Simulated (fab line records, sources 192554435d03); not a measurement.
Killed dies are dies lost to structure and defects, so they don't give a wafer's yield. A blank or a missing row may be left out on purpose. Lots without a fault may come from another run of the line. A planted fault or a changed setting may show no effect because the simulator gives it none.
fab line records | flow n5_finfet
record lots=5 wafers=15 last_day=17
route steps=1938 shown BEOL_M5@1160 PASSIVATION@1936
lots that met no fault: from a run of the same line without faults
start_h: hours from the record's first day to the start of the lot's first wafer shown | wait_h: hours since the lot's step before | " the same as in the row above | L1.1+2: a row that stands for several wafers | - no value, or no start given | * or withheld: withheld | < > ~ a bound
route shown NAME@n: a module of which the file shows steps, and the number in the route of the first | usual: mean/standard deviation of fault-free wafers | same: alike in all rows | chamber/n: place in a boat | sites: the reading at each site | _std_site: their standard deviation | _edge_site: outer sites' mean less inner sites' | radius_mm: how far each site lies from the wafer's centre | mask NAME#n: copy n | behind: the tool/chamber that last shaped the wafer | hold: why the lot was held/for how many hours/how that ended | device: the transistor (n, p or np) that didn't switch | end of line: the same wafers' tests at the end of the route | a step without rows: its recipe alone | killed: dies lost to structure and defects at the first sort, not the wafer's yield | map: a wafer's dies, x killed, . not, _ none there
set.NAME: the setting as run; set.NAME@STEP: as run at that earlier step | model.NAME: the simulator's own value behind a step, which no gauge read
lots at some steps of the route; a table a step, a row a wafer
services: from which hour (start_h, from the record's first day; less than 0 if before it) a tool's chamber was out of use, for how many hours, and why
## steps
# step N5_BEOL_M5_TRENCH_ETCH_37
# recipe chemistry=C4F6/O2 target_depth_a=716.52 target=SiCOH_lowk time_s=24.7 ion_energy_ev=250 pressure_mtorr=30 source_w=345 bias_w=185 Ar_flow_sccm=300 C4F6_flow_sccm=10 O2_flow_sccm=10
# usual drypump_motor_current_A=5.4/0.36 oes_o_777_au=0.82/0.095 oes_product_au=0.83/0.083 rf_vpp_V=673/18 showerhead_plenum_p_Torr=2.85/0.095 throttle_valve_pct=20.9/0.33
# columns lot.wafer tool chamber start_h wait_h drypump_motor_current_A oes_o_777_au oes_product_au rf_hours_counter_h rf_vpp_V showerhead_plenum_p_Torr throttle_valve_pct
L360.1 rie_diel-01 2 - - 5.5 0.86 0.90 35 703 2.76 20.6
L360.4 " 2 " " 5.5 0.85 0.88 - 701 2.76 20.6
L360.6 " 3 " " 5.6 0.97 0.92 - 648 2.93 20.6
L363.2 rie_diel-01 0 - - 5.4 0.90 0.91 22 692 2.98 20.7
L363.3 " 1 " " 5.1 0.67 0.70 190 673 2.75 21.5
L363.5 " 3 " " 5.6 0.94 0.91 - 649 2.93 20.6
L366.3 rie_diel-04 1 - - 5.6 0.77 0.76 169 678 2.82 20.9
L366.5 " 0 " " 5.3 0.87 0.87 - 679 2.90 21.1
L366.6 " 1 " " 5.7 0.78 0.77 - 678 2.82 20.9
L370.1 rie_diel-03 3 - - 6.2 0.81 0.82 70 665 2.81 21.2
L370.5 " 2 " " 5.1 0.80 0.80 - 655 2.88 21.1
L370.6 " 3 " " 6.2 0.82 0.82 - 664 2.81 21.2
L371.1 rie_diel-03 3 - - 6.2 0.81 0.82 72 666 2.80 21.2
L371.3 " 0 " " 5.0 0.89 0.90 46 653 3.00 20.7
L371.5 " 2 " " 5.1 0.80 0.79 - 654 2.87 21.0
# step N5_BEOL_M5_ETCH_41
# recipe chemistry=CH3F/O2 target=SiCN target_depth_a=315 taper_deg=2 time_s=56.7 ion_energy_ev=120 mask_material=TiN pressure_mtorr=30 source_w=395 bias_w=75 Ar_flow_sccm=150 CH3F_flow_sccm=30 O2_flow_sccm=20
# usual drypump_motor_current_A=5.4/0.36 oes_product_au=0.83/0.084 rf_vpp_V=297.5/1.9 showerhead_plenum_p_Torr=2.01/0.071 throttle_valve_pct=16.3/0.31
# columns lot.wafer tool chamber start_h wait_h drypump_motor_current_A oes_product_au rf_hours_counter_h rf_vpp_V showerhead_plenum_p_Torr throttle_valve_pct
L360.1 rie_diel-01 2 - - 5.5 0.89 35 294.7 1.94 16.0
L360.4 " 2 " " 5.4 0.90 - 296.5 1.94 16.0
L360.6 " 3 " " 5.6 0.92 - 298.6 2.06 16.0
L363.2 rie_diel-01 0 - - 5.3 0.92 22 300.6 2.10 16.1
L363.3 " 1 " " 5.1 0.71 190 296.3 1.93 16.8
L363.5 " 3 " " 5.6 0.91 - 297.6 2.06 16.0
L366.3 rie_diel-04 1 - - 5.7 0.75 169 297.8 1.99 16.4
L366.5 " 0 " " 5.3 0.87 - 296.9 2.04 16.4
L366.6 " 1 " " 5.6 0.76 - 297.5 1.99 16.4
L370.1 rie_diel-03 3 - - 6.2 0.81 70 297.0 1.96 16.5
L370.5 " 2 " " 5.1 0.80 - 298.2 2.02 16.4
L370.6 " 3 " " 6.2 0.81 - 297.0 1.96 16.5
L371.1 rie_diel-03 3 - - 6.2 0.80 72 297.2 1.96 16.5
L371.3 " 0 " " 5.0 0.89 46 300.3 2.12 16.1
L371.5 " 2 " " 5.0 0.78 - 297.1 2.02 16.4
# step N5_BEOL_M5_STRIP_91
# recipe chemistry=N2/H2 time_s=10 power_w=450 temp_c=40 pressure_mtorr=20 rf_frequency_hz=6e+07 bias_power_w=7 n2_flow_sccm=200 h2_flow_sccm=200
# step N5_BEOL_M5_OCD_MEAS_38
# usual trench_depth_nm=71.9/1.8
# columns lot.wafer tool chamber start_h wait_h trench_depth_nm
L360.1 ocd-01 - 223.91 - 70.7
L360.4 " - " " 69.7
L360.6 " - " " 73.3
L363.2 ocd-02 - 258.54 - 72.7
L363.3 " - " " 67.8
L363.5 " - " " 74.3
L366.3 ocd-01 - 270.55 - 72.6
L366.5 " - " " 72.3
L366.6 " - " " 72.1
L370.1 ocd-02 - 295.60 - 71.8
L370.5 " - " " 71.7
L370.6 " - " " 72.3
L371.1 ocd-02 - 304.16 - 72.3
L371.3 " - " " 72.4
L371.5 " - " " 70.8
# step N5_BEOL_M5_HM_STRIP_39
# recipe chemistry=peroxide_tin_strip material=TiN target_depth_a=250 temp_c=50 time_s=158
# step N5_BEOL_M5_SRD_40
# recipe time_s=30 temp_c=23 rinse_liquid=diw dry=ipa_marangoni
# step N5_BEOL_M5_PRECLEAN_42
# recipe chemistry=residue_remover time_s=60 temp_c=40
# step N5_BEOL_M5_SRD_43
# recipe time_s=30 temp_c=23 rinse_liquid=diw dry=ipa_marangoni
# step N5_BEOL_M5_CD_MEAS_35
# recipe target_cd_nm=28 target_cd_y_nm=24 polarity=opening
# usual cd_nm=28.2/0.44
# columns lot.wafer tool chamber start_h wait_h cd_nm
L360.1 cd_sem-01 - 224.08 0.0 28.1
L360.4 " - " " 27.9
L360.6 " - " " 28.6
L363.2 cd_sem-02 - 258.70 0.0 28.3
L363.3 " - " " 28.7
L363.5 " - " " 28.5
L366.3 cd_sem-01 - 270.71 0.0 27.9
L366.5 " - " " 28.1
L366.6 " - " " 27.5
L370.1 cd_sem-01 - 295.75 0.0 28.4
L370.5 " - " " 28.0
L370.6 " - " " 28.4
L371.1 cd_sem-02 - 304.31 0.0 28.2
L371.3 " - " " 27.6
L371.5 " - " " 27.8
# step N5_BEOL_M5_CURE_80
# recipe temp_c=370 time_s=120 ambient=DMADMS/He material=SiCOH_lowk
# usual lamp_power_pct=52.31/0.049 wafer_temp_C_max=371.8/0.61
# columns lot.wafer tool chamber start_h wait_h lamp_power_pct wafer_temp_C_max
L360.1 uv_cure-02 0 224.12 0.0 52.31 371.9
L360.4 " 0 " " 52.38 372.0
L360.6 " 0 " " 52.31 372.4
L363.2 uv_cure-01 2 258.79 0.1 52.23 370.7
L363.3 " 2 " " 52.40 370.8
L363.5 " 2 " " 52.32 371.1
L366.3 uv_cure-03 1 270.85 0.1 52.34 371.6
L366.5 " 1 " " 52.34 371.4
L366.6 " 1 " " 52.30 372.0
L370.1 uv_cure-02 0 295.80 0.0 52.25 372.0
L370.5 " 0 " " 52.36 372.3
L370.6 " 0 " " 52.36 372.3
L371.1 uv_cure-01 2 304.35 0.0 52.41 371.6
L371.3 " 2 " " 52.31 371.5
L371.5 " 2 " " 52.21 371.5
# step N5_BEOL_M5_DEGAS_44
# recipe ambient=vacuum temp_c=250 time_s=60
# step N5_BEOL_M5_PRE_CLEAN_45
# recipe gas=H2/He time_s=30 temp_c=250
# usual heater_power_w=333/33
# columns lot.wafer tool chamber start_h wait_h heater_power_w
L360.1 pvd_sputter-03 - 224.79 0.0 340
L360.4 " - " " 326
L360.6 " - " " 319
L363.2 pvd_sputter-01 - 259.61 0.0 415
L363.3 " - " " 330
L363.5 " - " " 302
L366.3 pvd_sputter-02 - 271.35 0.0 373
L366.5 " - " " 293
L366.6 " - " " 284
L370.1 pvd_sputter-03 - 296.41 0.0 320
L370.5 " - " " 312
L370.6 " - " " 318
L371.1 pvd_sputter-03 - 305.56 0.0 326
L371.3 " - " " 322
L371.5 " - " " 327
# step N5_BEOL_M5_ALD_86
# recipe material=TaN target_thk_a=* temp_c=275 ald_precursor_family=PDMAT ald_co_reactant=NH3 pressure_torr=3 carrier_flow_sccm=1500 pulse_time_s=2 purge_time_s=3 co_reactant_purge_time_s=2 co_reactant_pulse_time_s=3 ald_cycles=30 precursor_vessel_temp_c=75 precursor_vessel_pressure_torr=26.25 precursor_vessel_carrier_sccm=1000
# usual ald_cycles=30/0 heater_power_w=402/48 mfc_carrier_sccm=1500/4.5
# columns lot.wafer tool chamber start_h wait_h ald_cycles heater_power_w mfc_carrier_sccm
L360.1 ald_metal-02 0 224.87 0.1 30 325 1503
L360.4 " 2 " " 30 343 1501
L360.6 " 1 " " 30 405 1495
L363.2 ald_metal-03 2 259.76 0.1 30 435 1503
L363.3 " 1 " " 30 438 1494
L363.5 " 1 " " 30 435 1494
L366.3 ald_metal-04 3 271.41 0.0 30 413 1503
L366.5 " 0 " " 30 525 1504
L366.6 " 1 " " 30 428 1507
L370.1 ald_metal-04 1 296.54 0.1 30 430 1494
L370.5 " 2 " " 30 407 1493
L370.6 " 1 " " 30 412 1499
L371.1 ald_metal-03 1 305.62 0.0 30 436 1501
L371.3 " 2 " " 35 436 1498
L371.5 " 0 " " 35 379 1502
# step N5_BEOL_M5_SURFACE_TREAT_87
# recipe gas=Ar time_s=* ion_energy_ev=* ion_current_ma_cm2=0.5 pressure_mtorr=* ar_flow_sccm=30
# usual throttle_valve_pct=*
# columns lot.wafer tool chamber start_h wait_h throttle_valve_pct
L360.1 pvd_sputter-03 - 225.11 0.1 *
L360.4 " - " " *
L360.6 " - " " *
L363.2 pvd_sputter-02 - 260.00 0.1 *
L363.3 " - " " *
L363.5 " - " " *
L366.3 pvd_sputter-01 - 271.67 0.2 *
L366.5 " - " " *
L366.6 " - " " *
L370.1 pvd_sputter-02 - 296.78 0.1 *
L370.5 " - " " *
L370.6 " - " " *
L371.1 pvd_sputter-02 - 305.85 0.1 *
L371.3 " - " " *
L371.5 " - " " *
# step N5_PASSIVATION_PROBE_49
# usual defect_limited_yield=91.3/1.4 killed_at_M0_to_M3=36/10 killed_at_M4_up=13/5.4 killed_at_contacts=12/5.3 killed_at_front_end=39/10 killed_at_other=3.2/2.7 killed_dies=103/16 killed_open=68/13 killed_short=33/6.6 sort_bin_4_leakage=0.01/0.031 sort_bin_5_function=5.1/0.92 sort_bin_6_memory=3.3/0.68 sort_bin_8_speed=0.1/0.41 sort_n_pass=1077/17 sort_yield_pct=91.2/1.4
# same gross_dies=1180 killed_at_back_side=0
# columns lot.wafer tool chamber start_h wait_h defect_limited_yield[%] killed_at_M0_to_M3 killed_at_M4_up killed_at_contacts killed_at_front_end killed_at_other killed_dies killed_open killed_short sort_bin_4_leakage[%] sort_bin_5_function[%] sort_bin_6_memory[%] sort_bin_8_speed[%] sort_n_pass sort_yield_pct[%]
L360.1 prober-01 - 333.52 0.0 91.2 31 13 14 45 1 104 71 33 0 5.2 3.3 0 1076 91.2
L360.4 prober-01 - 333.67 0.2 93.0 15 14 8 44 2 83 50 32 0 4.1 2.4 0 1097 93.0
L360.6 prober-01 - 333.77 0.3 89.8 48 18 10 41 3 120 79 41 0 5.6 4.2 0.1 1059 89.7
L363.2 prober-01 - 351.64 0.1 90.9 30 15 17 43 2 107 68 37 0 6.1 2.6 0 1073 90.9
L363.3 prober-01 - 351.69 0.1 92.1 29 19 9 30 6 93 57 33 0 3.8 3.6 0 1087 92.1
L363.5 prober-01 - 351.79 0.2 91.5 37 15 22 25 1 100 66 32 0 5.1 3.3 0 1080 91.5
L366.3 prober-01 - 390.31 0.1 90.8 34 14 9 45 7 109 74 35 0.17 6.1 3.0 0 1069 90.6
L366.5 prober-01 - 390.41 0.2 91.4 42 12 11 32 5 102 73 27 0 5.3 3.1 0 1078 91.4
L366.6 prober-01 - 390.46 0.3 92.0 27 15 14 36 2 94 60 33 0 4.7 3.1 0 1086 92.0
L370.1 prober-01 - 402.36 0.0 91.9 36 8 17 34 0 95 55 38 0 4.4 3.3 0 1085 91.9
L370.5 prober-01 - 402.56 0.2 90.3 57 3 20 33 1 114 82 31 0 5.5 3.8 0 1066 90.3
L370.6 prober-01 - 402.61 0.3 90.2 41 11 27 33 4 116 87 26 0 4.9 4.7 0 1064 90.2
L371.1 prober-01 - 416.95 0.0 88.6 42 24 13 51 4 134 93 41 0 5.9 5.3 0 1046 88.6
L371.3 prober-01 - 417.05 0.1 89.8 55 8 14 42 1 120 86 32 0 4.9 4.8 0 1060 89.8
L371.5 prober-01 - 417.15 0.2 91.5 44 5 11 34 6 100 70 28 0 4.1 4.2 0 1080 91.5
# killed by level:class
L360.1 STI_FIN_REVEAL:geometric_particle:open=14 MOL_CONTACT_COAG:geometric_particle:open=12 BEOL_M0_SAQP:geometric_particle:open=9 FIN_SAQP:geometric_particle:short=8 FIN_SAQP:geometric_particle:open=7 BEOL_M0_SAQP:geometric_particle:short=7 BEOL_M3:geometric_particle:open=6 BEOL_M4:geometric_particle:open=5
L360.4 FIN_SAQP:geometric_particle:short=10 FIN_SAQP:geometric_particle:open=9 STI_FIN_REVEAL:geometric_particle:open=6 BEOL_M0_SAQP:geometric_particle:open=6 BEOL_M4:geometric_particle:open=6 DUMMY_GATE:geometric_particle:open=5 MOL_CONTACT_COAG:geometric_particle:open=5 BEOL_M5:geometric_particle:open=4
L360.6 BEOL_M0_SAQP:geometric_particle:short=13 BEOL_M0_SAQP:geometric_particle:open=12 FIN_SAQP:geometric_particle:open=11 FIN_SAQP:geometric_particle:short=10 BEOL_M2:geometric_particle:open=9 STI_FIN_REVEAL:geometric_particle:open=7 BEOL_M3:geometric_particle:open=7 BEOL_M4:geometric_particle:open=7
L363.2 MOL_CONTACT_COAG:geometric_particle:open=11 FIN_SAQP:geometric_particle:short=9 FIN_SAQP:geometric_particle:open=9 BEOL_M2:geometric_particle:open=9 STI_FIN_REVEAL:geometric_particle:open=6 MOL_CONTACT_COAG:geometric_particle:short=6 BEOL_M0:geometric_particle:open=5 BEOL_M0_SAQP:geometric_particle:open=5
L363.3 MOL_CONTACT_COAG:geometric_particle:open=8 BEOL_M2:geometric_particle:open=8 FIN_SAQP:geometric_particle:short=6 BEOL_M0_SAQP:geometric_particle:short=6 BEOL_M4:geometric_particle:open=5 FIN_SAQP:geometric_particle:open=4 STI_FIN_REVEAL:geometric_particle:open=4 BEOL_M0_SAQP:geometric_particle:open=4
L363.5 MOL_CONTACT_COAG:geometric_particle:open=18 BEOL_M0_SAQP:geometric_particle:short=9 BEOL_M0:geometric_particle:open=7 BEOL_M2:geometric_particle:open=7 DUMMY_GATE:geometric_particle:open=6 BEOL_M0_SAQP:geometric_particle:open=6 BEOL_M4:geometric_particle:open=6 FIN_SAQP:geometric_particle:open=5
L366.3 DUMMY_GATE:geometric_particle:open=12 BEOL_M3:geometric_particle:open=11 BEOL_M4:geometric_particle:open=8 BEOL_M0_SAQP:geometric_particle:open=7 FIN_SAQP:geometric_particle:short=5 STI_FIN_REVEAL:geometric_particle:open=5 MOL_CONTACT_COAG:geometric_particle:open=5 BEOL_M0_SAQP:geometric_particle:short=5
L366.5 BEOL_M0:geometric_particle:open=12 MOL_CONTACT_COAG:geometric_particle:open=8 BEOL_M2:geometric_particle:open=8 BEOL_M4:geometric_particle:open=6 GATE_CUT:geometric_particle:open=5 BEOL_M0_SAQP:geometric_particle:open=5 ILD0:geometric_particle:open=4 BEOL_M1:geometric_particle:open=4
L366.6 MOL_CONTACT_COAG:geometric_particle:open=11 FIN_SAQP:geometric_particle:short=10 STI_FIN_REVEAL:geometric_particle:open=6 BEOL_M0_SAQP:geometric_particle:short=6 BEOL_M0_SAQP:geometric_particle:open=5 FIN_SAQP:geometric_particle:open=4 ILD0:geometric_particle:open=4 BEOL_M1:geometric_particle:open=4
L370.1 MOL_CONTACT_COAG:geometric_particle:open=14 BEOL_M0_SAQP:geometric_particle:short=9 STI_FIN_REVEAL:geometric_particle:open=8 STI_FIN_REVEAL:geometric_particle:short=6 GATE_CUT:geometric_particle:short=6 BEOL_M0_SAQP:geometric_particle:open=6 BEOL_M3:geometric_particle:open=5 BEOL_M4:geometric_particle:open=5
L370.5 STI_FIN_REVEAL:geometric_particle:open=17 MOL_CONTACT_COAG:geometric_particle:open=15 BEOL_M2:geometric_particle:open=15 BEOL_M0_SAQP:geometric_particle:short=9 BEOL_M3:geometric_particle:open=9 BEOL_M0:geometric_particle:open=6 BEOL_M1:geometric_particle:open=6 MOL_CONTACT_COAG:geometric_particle:short=5
L370.6 MOL_CONTACT_COAG:geometric_particle:open=23 BEOL_M1:geometric_particle:open=12 BEOL_M2:geometric_particle:open=11 STI_FIN_REVEAL:geometric_particle:open=7 BEOL_M0_SAQP:geometric_particle:open=6 BEOL_M4:geometric_particle:open=6 FIN_SAQP:geometric_particle:open=4 FIN_SAQP:geometric_particle:short=4
L371.1 FIN_SAQP:geometric_particle:open=15 BEOL_M3:geometric_particle:open=15 STI_FIN_REVEAL:geometric_particle:open=10 MOL_CONTACT_COAG:geometric_particle:open=10 BEOL_M4:geometric_particle:open=10 FIN_SAQP:geometric_particle:short=9 GATE_CUT:geometric_particle:short=5 BEOL_M0_SAQP:geometric_particle:open=5
L371.3 BEOL_M3:geometric_particle:open=17 BEOL_M1:geometric_particle:open=11 BEOL_M2:geometric_particle:open=10 FIN_SAQP:geometric_particle:short=9 MOL_CONTACT_COAG:geometric_particle:open=9 GATE_CUT:geometric_particle:open=7 FIN_SAQP:geometric_particle:open=5 GATE_CUT:geometric_particle:short=5
L371.5 BEOL_M3:geometric_particle:open=18 BEOL_M2:geometric_particle:open=9 MOL_CONTACT_COAG:geometric_particle:open=8 FIN_SAQP:geometric_particle:open=6 BEOL_M3:geometric_particle:short=6 STARTING-WAFER:geometric_particle:open=5 BEOL_M0_SAQP:geometric_particle:open=5 GATE_CUT:geometric_particle:short=4
## services
# columns tool chamber start_h hours kind
ald_metal-03 2 203.26 5.1 repair
uv_cure-02 - 205.98 6.8 repair
rie_diel-01 0 223.37 15.1 repair
rie_diel-01 3 232.64 22.4 repair
ald_metal-03 2 240.58 5.5 repair
rie_diel-03 - 244.35 28.1 pm
ald_metal-04 - 269.51 0.6 repair
uv_cure-03 - 273.94 0.3 repair
rie_diel-03 - 274.37 14.6 pm
rie_diel-04 2 292.60 - clean
rie_diel-04 2 292.60 - consumable_replace:focus_ring
rie_diel-04 2 292.60 - consumable_replace:showerhead
rie_diel-04 2 292.60 22.2 scheduled_down
rie_diel-04 2 292.60 22.2 vent_cycle
rie_diel-03 - 302.43 0.1 repair
rie_diel-04 - 305.71 4.3 pm
## key
first_sign step=N5_BEOL_M5_ALD_86 reading=ald_cycles direction=up sigmas=99+ usual=* struck=*
effect none on later readings
met_at N5_BEOL_M5_ALD_86
struck_wafers L371.3,L371.5
onset_between 259.76 305.62
fault kind=process_parameter_drift tool=ald_metal-03 chamber=- onset_h=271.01 steps=N5_BEOL_M5_ALD_86 channel=ald_cycles offset=* shape=step end_h=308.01 scope=struck_wafers_only acts_in=* stated=*
